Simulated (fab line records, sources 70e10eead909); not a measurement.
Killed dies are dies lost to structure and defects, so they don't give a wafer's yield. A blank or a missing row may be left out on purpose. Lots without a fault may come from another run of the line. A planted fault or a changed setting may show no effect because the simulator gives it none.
Which tool did it? | flow nand_harc | 6 lots, 18 wafers sampled, at 3 steps of a route of 1302

WHAT THE GAUGES READ, wafer by wafer
NHARC_P_M0_INSPECT_27.
lot  | measured     | on                | raw_defect_count
L728 | day 6 20:31  | defect_inspect-01 | 274 283 380
L732 | day 8 19:26  | defect_inspect-01 | 218 258 400
L735 | day 10 11:04 | defect_inspect-02 | 239 222 256
L740 | day 12 06:34 | defect_inspect-01 | 358 297 368
L745 | day 13 23:52 | defect_inspect-02 | 1125 1146 1041
L747 | day 15 02:05 | defect_inspect-02 | 178 181 245

WHICH TOOL RAN EACH LOT (tool, then ch and the chambers of the sampled wafers, then the start)
lot  | NHARC_P_M0_DEGAS_28          | NHARC_P_M0_CMP_23
L728 | pvd_sputter-01, day 6 18:58  | cmp-04 ch 0,1,3, day 6 20:07
L732 | pvd_sputter-01, day 8 17:53  | cmp-02 ch 0,1,2, day 8 18:59
L735 | pvd_sputter-02, day 10 09:30 | cmp-04 ch 1,3, day 10 10:35
L740 | pvd_sputter-02, day 12 04:59 | cmp-01 ch 2,3, day 12 06:05
L745 | pvd_sputter-02, day 13 22:17 | cmp-02 ch 1,2,3, day 13 23:23
L747 | pvd_sputter-01, day 15 00:32 | cmp-01 ch 0,1,2, day 15 01:37
- NHARC_P_M0_DEGAS_28: time 60 s.
- NHARC_P_M0_CMP_23: polishes, t overpolish 20 s, target thk 117.54 nm.

THE ANSWER, worked out from the rows above alone
Rule: what is usual is taken from the lots themselves. Put in order of their means at a reading, lots are off if they are a third of the lots or fewer, leave a main group of 4 or more, and stand apart from it by a gap of 3 or more times the standard deviation of the main group's means; of several such gaps the widest counts. A main group whose means are all the same, to the digits that the tables above print for the reading, isn't used. A lot without any number at a reading at which 4 lots or more have one is off too. The other lots that the step has rows for count as sound.
Off: L745, at NHARC_P_M0_INSPECT_27 (raw_defect_count). The main group: mean 277, standard deviation 50.
A tool fits if, at a process step before that reading, it ran every lot that is off, and no sound lot after the first of them. The gauges at NHARC_P_M0_INSPECT_27 are tried like those tools. Can't be told from this: 2 tools fit, pvd_sputter-02 at NHARC_P_M0_DEGAS_28, cmp-02 at NHARC_P_M0_CMP_23.

WHAT THE SIMULATOR HAD PUT IN
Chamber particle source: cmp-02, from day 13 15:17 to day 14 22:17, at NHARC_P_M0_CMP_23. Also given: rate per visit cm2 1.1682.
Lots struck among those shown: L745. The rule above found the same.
